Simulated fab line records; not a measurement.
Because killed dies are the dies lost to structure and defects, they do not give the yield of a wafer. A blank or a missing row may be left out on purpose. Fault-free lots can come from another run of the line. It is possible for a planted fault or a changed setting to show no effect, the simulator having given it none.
fab line records	flow nand_harc
[record] lots = 13	wafers = 39	last_day = 33
route steps=1302 shown A_CHANNEL_HOLE_D1@450 HYBRID_BOND@1243 THIN_TSV@1262 END@1302
lots with no fault: from the same line, run without faults
start_h: start of the lot's first displayed wafer, in hours after the record's first day	wait_h: how many hours have passed since the lot's step before this one	" repeats the value in the row above	L1.1+2: a row that stands for several wafers	- no value, or no start was given	* or withheld: withheld	< > ~ a bound
route shown NAME@n: a module of which the file shows steps, and the number in the route of the first	usual: mean and standard deviation over wafers with no fault	same: alike in all rows	chamber/n: place in a boat	sites: readings site by site	_std_site: their standard deviation	_edge_site: outer sites' mean less inner sites'	radius_mm: for every site, how far away it sits from the centre of the wafer	mask NAME#n: copy n	behind: the last tool/chamber to shape the wafer	hold: reason for holding the lot/hours on hold/outcome of the hold	device: which transistor (n, p or np) failed to switch	end of line: the tests these same wafers got at the end of their route	step lacking rows: just its recipe	killed: at the first sort, the dies lost to defects and structure; wafer yield is something else	map: dies across one wafer; x = killed, . = not, _ = none there
set.NAME: the setting the step ran with; set.NAME@STEP: the setting that earlier step ran with	model.NAME: the simulator's own value behind a step, which no gauge read
steps of the route over a sample of lots; a table a step, a row a wafer
services: from which hour (start_h, from the record's first day; less than 0 if before it) a tool's chamber was out of use, for how many hours, and why
[[steps]]
[step NHARC_A_CHANNEL_HOLE_D1_DEP_00]
[recipe] target_thk_a = 31000	temp_c = 400	material = aC
[usual] throttle_valve_pct = 34.999/0.0087
lot.wafer	tool	chamber	start_h	wait_h	throttle_valve_pct
L619.3	acl_dep-02	0	197.14	5.9	35.001
L619.4	"	0	"	"	35.020
L619.5	"	0	"	"	35.000
L621.1	acl_dep-01	0	210.22	4.7	34.993
L621.3	"	0	"	"	35.005
L621.4	"	0	"	"	35.011
L623.1	acl_dep-01	0	217.75	0.1	34.997
L623.4	"	0	"	"	34.987
L623.6	"	0	"	"	34.996
L622.2	acl_dep-03	0	217.90	0.4	34.976
L622.4	"	0	"	"	34.991
L622.6	"	0	"	"	35.004
L624.1	acl_dep-01	0	226.65	0.1	35.005
L624.2	"	0	"	"	35.009
L624.6	"	0	228.27	1.7	35.009
L629.1	acl_dep-01	0	276.36	0.1	35.005
L629.3	"	0	"	"	34.996
L629.4	"	0	"	"	35.003
L630.2	acl_dep-01	0	284.97	0.4	35.014
L630.3	"	0	"	"	34.997
L630.6	"	0	"	"	35.010
L636.1	acl_dep-02	0	345.87	0.1	35.007
L636.2	"	0	"	"	34.989
L636.6	"	0	347.45	1.7	34.993
L637.1	acl_dep-03	0	353.94	0.1	35.005
L637.2	"	0	"	"	35.003
L637.6	"	0	355.51	1.6	34.998
L639.1	acl_dep-01	0	384.70	2.9	34.983
L639.4	"	0	"	"	34.993
L639.6	"	0	"	"	35.000
L640.1	acl_dep-02	0	384.99	2.9	35.000
L640.3	"	0	"	"	34.996
L640.5	"	0	"	"	34.990
L641.1	acl_dep-03	0	393.80	3.6	35.004
L641.2	"	0	"	"	35.008
L641.4	"	0	"	"	34.995
L642.1	acl_dep-01	0	408.54	0.1	35.003
L642.4	"	0	"	"	34.996
L642.6	"	0	"	"	34.999
[step NHARC_HYBRID_BOND_INSPECT_06]
[recipe] inspect_instrument = ir_void
[usual] raw_defect_count = 89/28
lot.wafer	tool	chamber	start_h	wait_h	raw_defect_count
L619.3	defect_inspect-02	-	552.33	0.1	123
L619.4	"	-	"	"	113
L619.5	"	-	"	"	99
L621.1	defect_inspect-01	-	577.05	0.0	53
L621.3	"	-	"	"	58
L621.4	"	-	"	"	47
L623.1	defect_inspect-02	-	577.05	0.0	62
L623.4	"	-	"	"	59
L623.6	"	-	"	"	58
L622.2	defect_inspect-01	-	577.08	0.1	126
L622.4	"	-	"	"	126
L622.6	"	-	"	"	141
L624.1	defect_inspect-02	-	585.97	0.0	60
L624.2	"	-	"	"	94
L624.6	"	-	"	"	67
L636.1	defect_inspect-01	-	712.26	0.0	130
L636.2	"	-	"	"	112
L636.6	"	-	"	"	103
L637.1	defect_inspect-02	-	712.28	0.0	108
L637.2	"	-	"	"	108
L637.6	"	-	"	"	109
L640.1	defect_inspect-02	-	742.75	0.0	124
L640.3	"	-	"	"	123
L640.5	"	-	"	"	155
L641.1	defect_inspect-01	-	742.75	0.0	54
L641.2	"	-	"	"	50
L641.4	"	-	"	"	60
L639.1	defect_inspect-01	-	756.73	0.0	30
L639.4	"	-	"	"	33
L639.6	"	-	"	"	43
L642.1	defect_inspect-02	-	769.49	0.0	90
L642.4	"	-	"	"	95
L642.6	"	-	"	"	94
[step NHARC_THIN_TSV_ETCH_44]
[recipe] target_depth_a = 15942	time_s = 797.1	cf4_flow_sccm = 150	o2_flow_sccm = 10	ar_flow_sccm = 0	rf_w = 300	bias_w = 800	chemistry = CF4/O2
[usual] drypump_motor_current_A = 5.9/0.43	oes_product_au = 1.005/0.011	rf_fwd_power_W = 299.7/0.86	rf_vpp_V = 797/4.4	showerhead_plenum_p_Torr = 1.87/0.072	throttle_valve_pct = 16.914/0.0092
[same] time_s = 797.1
lot.wafer	tool	chamber	start_h	wait_h	drypump_motor_current_A	oes_product_au	rf_fwd_power_W	rf_hours_counter_h	rf_vpp_V	showerhead_plenum_p_Torr	throttle_valve_pct
L619.4	rie_diel-10	0	555.30	0.1	5.5	1.039	299.0	7.3	801	1.92	16.923
L619.3	"	1	"	"	5.9	1.009	298.9	7.7	792	1.78	16.919
L619.5	"	3	"	"	6.2	0.991	301.0	-	790	1.77	16.911
L621.1	rie_diel-04	0	579.96	0.1	6.5	1.013	298.4	2.5	799	1.92	16.912
L621.4	"	1	"	"	5.2	1.022	301.1	2.5	794	1.81	16.937
L621.3	"	2	"	"	6.5	1.009	300.6	3.0	791	1.78	16.898
L623.1	rie_diel-04	3	581.10	0.1	5.9	1.012	298.3	3.5	800	1.95	16.900
L623.4	"	1	"	"	5.2	1.017	299.6	2.8	794	1.81	16.928
L623.6	"	0	"	"	6.4	1.011	300.1	-	799	1.92	16.908
L622.4	rie_diel-10	2	582.50	0.2	5.6	0.986	299.3	9.3	801	1.93	16.912
L622.2	"	3	"	"	6.2	0.988	299.3	9.3	792	1.77	16.918
L622.6	"	1	"	"	5.9	1.010	299.1	-	792	1.78	16.909
L624.2	rie_diel-10	0	589.48	0.2	5.5	1.022	301.3	10.3	801	1.92	16.906
L624.1	"	1	"	"	5.9	1.001	299.5	10.3	791	1.78	16.925
L624.6	"	2	"	"	5.6	0.986	300.4	-	800	1.93	16.926
L636.2	rie_diel-10	2	715.26	0.1	5.6	0.999	299.6	5.3	801	1.93	16.915
L636.1	"	3	"	"	6.2	0.995	300.5	5.4	790	1.76	16.928
L636.6	"	1	"	"	5.9	1.004	298.8	-	792	1.78	16.910
L637.2	rie_diel-10	1	716.26	0.1	5.9	1.010	298.7	5.5	792	1.78	16.903
L637.1	"	2	"	"	5.5	1.008	300.5	5.7	802	1.93	16.905
L637.6	"	1	"	"	5.9	1.006	297.7	-	793	1.78	16.911
L640.3	rie_diel-10	3	746.65	0.1	6.2	1.010	300.3	7.3	791	1.76	16.918
L640.1	"	1	"	"	5.9	1.012	299.4	7.1	792	1.78	16.902
L640.5	"	3	"	"	6.2	1.012	299.9	-	791	1.76	16.918
L641.1	rie_diel-05	0	748.12	0.1	5.3	1.006	299.9	7.3	798	1.90	16.911
L641.2	"	1	"	"	5.7	1.013	299.4	7.8	799	1.90	16.924
L641.4	"	1	"	"	5.7	1.005	298.2	-	798	1.91	16.901
L639.4	rie_diel-04	0	759.79	0.2	6.4	0.982	300.8	1.7	799	1.92	16.924
L639.1	"	1	"	"	5.2	1.022	298.6	2.0	793	1.81	16.912
L639.6	"	2	"	"	6.5	1.013	299.9	-	792	1.78	16.897
L642.1	rie_diel-05	2	772.59	0.2	6.0	1.012	299.1	0.1	803	1.96	16.916
L642.4	"	3	"	"	6.7	0.997	298.5	0.1	797	1.87	16.911
L642.6	"	0	"	"	5.3	1.003	298.4	-	799	1.90	16.931
[step NHARC_THIN_TSV_STRIP_56]
[recipe] power_w = 1500	temp_c = 250	chemistry = O2
[usual] drypump_motor_current_A = 5.3/0.37	heater_power_w = 347/10
lot.wafer	tool	chamber	start_h	wait_h	drypump_motor_current_A	heater_power_w	rf_hours_counter_h
L619.4	plasma_asher-02	0	561.59	0.2	5.4	327	-
L619.3	"	1	"	"	4.7	355	-
L619.5	"	1	"	"	4.7	352	-
L621.1	plasma_asher-02	0	586.38	0.1	5.3	334	51
L621.3	"	1	"	"	4.7	367	-
L621.4	"	0	"	"	5.3	333	-
L623.1	plasma_asher-01	1	587.40	0.1	5.7	350	12
L623.4	"	0	"	"	5.5	342	-
L623.6	"	0	"	"	5.6	349	-
L622.2	plasma_asher-02	0	588.71	0.1	5.4	333	52
L622.4	"	0	"	"	5.3	333	-
L622.6	"	1	"	"	4.7	363	-
L624.1	plasma_asher-01	0	595.77	0.1	5.5	342	14
L624.2	"	1	"	"	5.7	360	14
L624.6	"	1	"	"	5.7	352	-
L636.1	plasma_asher-01	0	721.62	0.1	5.5	368	3
L636.2	"	1	"	"	5.6	339	3
L636.6	"	0	"	"	5.5	370	-
L637.2	plasma_asher-01	0	722.54	0.1	5.5	369	3
L637.1	"	1	"	"	5.6	342	3
L637.6	"	0	"	"	5.5	361	-
L640.1	plasma_asher-01	1	753.34	0.2	5.6	341	8
L640.3	"	1	"	"	5.7	348	-
L640.5	"	1	"	"	5.7	349	-
L641.1	plasma_asher-02	1	754.59	0.1	4.7	360	30
L641.2	"	0	"	"	5.3	347	30
L641.4	"	1	"	"	4.7	347	-
L639.1	plasma_asher-01	1	765.88	0.1	5.7	332	12
L639.4	"	1	"	"	5.7	348	-
L639.6	"	0	"	"	5.5	365	-
L642.1	plasma_asher-01	0	779.13	0.1	5.6	356	15
L642.4	"	1	"	"	5.7	343	-
L642.6	"	1	"	"	5.6	335	-
[step NHARC_END_SORT_01]
[recipe] temp_c = 25
[usual] killed_at_array = 59/17	killed_at_other = 0.9/1.6	killed_at_periphery = 3.7/2.3	killed_dies = 64/17	killed_open = 3.3/1.8	killed_short = 2.4/1.6
[same] gross_dies = 677
lot.wafer	tool	chamber	start_h	wait_h	killed_at_array	killed_at_other	killed_at_periphery	killed_dies	killed_open	killed_short
L629.1	prober-01	0	676.74	2.5	672	0	5	677	4	3
L629.3	prober-01	0	678.34	3.1	670	0	7	677	3	1
L629.4	prober-01	0	679.14	3.4	672	0	5	677	3	2
L630.2	prober-02	0	677.51	2.8	676	1	0	677	3	2
L630.3	prober-02	0	678.31	3.1	673	1	3	677	3	5
L630.6	prober-02	0	680.69	4.0	675	2	0	677	3	8
// killed by level:class
L629.1 A_CHANNEL_HOLE_D1:area_dep=630 A_CHANNEL_HOLE_D1:chamber_film_flake=23 A_CHANNEL_HOLE_D2:chamber_film_flake=5 A_CONTACT:chamber_film_flake=5 A_STAIRCASE:chamber_film_flake=3 P_M0:geometric_particle:open=2 A_WL_FILL:geometric_particle:short=2 A_WL_FILL:chamber_film_flake=2
L630.2 A_CHANNEL_HOLE_D1:area_dep=602 A_SLIT:chamber_film_flake=29 A_CHANNEL_HOLE_D1:chamber_film_flake=28 A_CHANNEL_HOLE_D2:chamber_film_flake=10 A_CONTACT:geometric_particle:open=2 A_STAIRCASE:chamber_film_flake=2 A_SOURCE_PLATE:geometric_particle:short=1 A_ONON_D2:geometric_particle:open=1
L630.3 A_CHANNEL_HOLE_D1:area_dep=575 A_SLIT:chamber_film_flake=33 A_CHANNEL_HOLE_D1:chamber_film_flake=28 A_CHANNEL_HOLE_D2:chamber_film_flake=20 A_STAIRCASE:chamber_film_flake=7 A_CONTACT:chamber_film_flake=3 A_CHANNEL_FILL_D2:chamber_film_flake=2 P_CONTACT:geometric_particle:short=1
L629.3 A_CHANNEL_HOLE_D1:area_dep=620 A_CHANNEL_HOLE_D1:chamber_film_flake=27 A_CONTACT:chamber_film_flake=11 A_CHANNEL_HOLE_D2:chamber_film_flake=5 P_M2:chamber_film_flake=4 A_STAIRCASE:chamber_film_flake=2 P_M2:geometric_particle:open=1 A_CHANNEL_FILL_D1:geometric_particle:short=1
L629.4 A_CHANNEL_HOLE_D1:area_dep=629 A_CHANNEL_HOLE_D1:chamber_film_flake=23 A_CONTACT:chamber_film_flake=9 P_M2:chamber_film_flake=4 A_STAIRCASE:chamber_film_flake=3 A_SLIT:chamber_film_flake=2 A_CHANNEL_HOLE_D2:chamber_film_flake=2 P_M0:geometric_particle:short=1
L630.6 A_CHANNEL_HOLE_D1:area_dep=591 A_SLIT:chamber_film_flake=30 A_CHANNEL_HOLE_D1:chamber_film_flake=27 A_CHANNEL_HOLE_D2:chamber_film_flake=10 A_STAIRCASE:chamber_film_flake=5 A_ONON_D2:geometric_particle:short=4 A_CHANNEL_FILL_D1:geometric_particle:short=3 A_CHANNEL_FILL_D2:geometric_particle:open=2
[[services]]
tool	chamber	start_h	hours	kind
rie_diel-10	2	178.31	1.4	repair
acl_dep-01	-	189.13	13.0	pm
rie_diel-10	3	195.13	11.9	repair
rie_diel-10	1	208.73	7.4	repair
plasma_asher-02	-	238.83	2.7	repair
rie_diel-10	-	242.50	9.0	pm
rie_diel-10	1	282.43	12.4	repair
rie_diel-10	3	296.05	4.8	repair
rie_diel-10	2	326.59	4.0	repair
plasma_asher-01	-	342.00	9.0	pm
plasma_asher-01	-	363.60	3.9	repair
acl_dep-01	-	371.05	13.0	pm
rie_diel-10	1	393.48	1.2	repair
plasma_asher-01	-	406.42	109.0	repair
rie_diel-10	-	419.50	9.0	pm
plasma_asher-01	-	519.00	9.0	pm
acl_dep-01	-	554.99	13.0	pm
rie_diel-10	-	596.50	9.0	pm
rie_diel-10	1	617.49	7.7	repair
rie_diel-10	3	626.86	4.2	repair
plasma_asher-01	-	696.57	9.0	pm
acl_dep-01	-	735.99	13.0	pm
rie_diel-10	1	765.34	5.8	repair
rie_diel-10	-	773.50	9.0	pm
[[key]]
[first_sign] step = NHARC_END_SORT_01	reading = killed_at_array	direction = up	sigmas = 37	usual = 59	struck = 673
[effect] step = NHARC_END_SORT_01	reading = killed_dies	direction = up	sigmas = 36	usual = 64	struck = 677
[more_kills_born_at] NHARC_A_CHANNEL_HOLE_D1_DEP_00@acl_dep-01 = 3647
met_at NHARC_A_CHANNEL_HOLE_D1_DEP_00
struck_lots L629,L630
struck_wafers L629.1,L629.3,L629.4,L630.2,L630.3,L630.6
later_rows_left_out L629.1,L629.3,L629.4,L630.2,L630.3,L630.6
tester_left_out L629,L630
not_acting_at NHARC_HYBRID_BOND_INSPECT_06,NHARC_THIN_TSV_ETCH_44,NHARC_THIN_TSV_STRIP_56
onset_between 226.65 276.36
[fault] kind = process_parameter_drift	tool = acl_dep-01	chamber = 0	onset_h = 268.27	steps = NHARC_A_CHANNEL_HOLE_D1_DEP_00	channel = target_thk_a	offset = *	shape = step	end_h = 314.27	acts_in = *	stated = *
// tester_left_out: of these lots the tester's yield and bins aren't shown, on N5 and GAA mostly nor the transistor test; their killed dies are dies lost to structure and defects alone, not to doping, threshold or leakage, so they don't give the yield
// later_rows_left_out: the simulator's readings of these wafers behind a module that went badly wrong aren't trusted and aren't shown, but for the sort
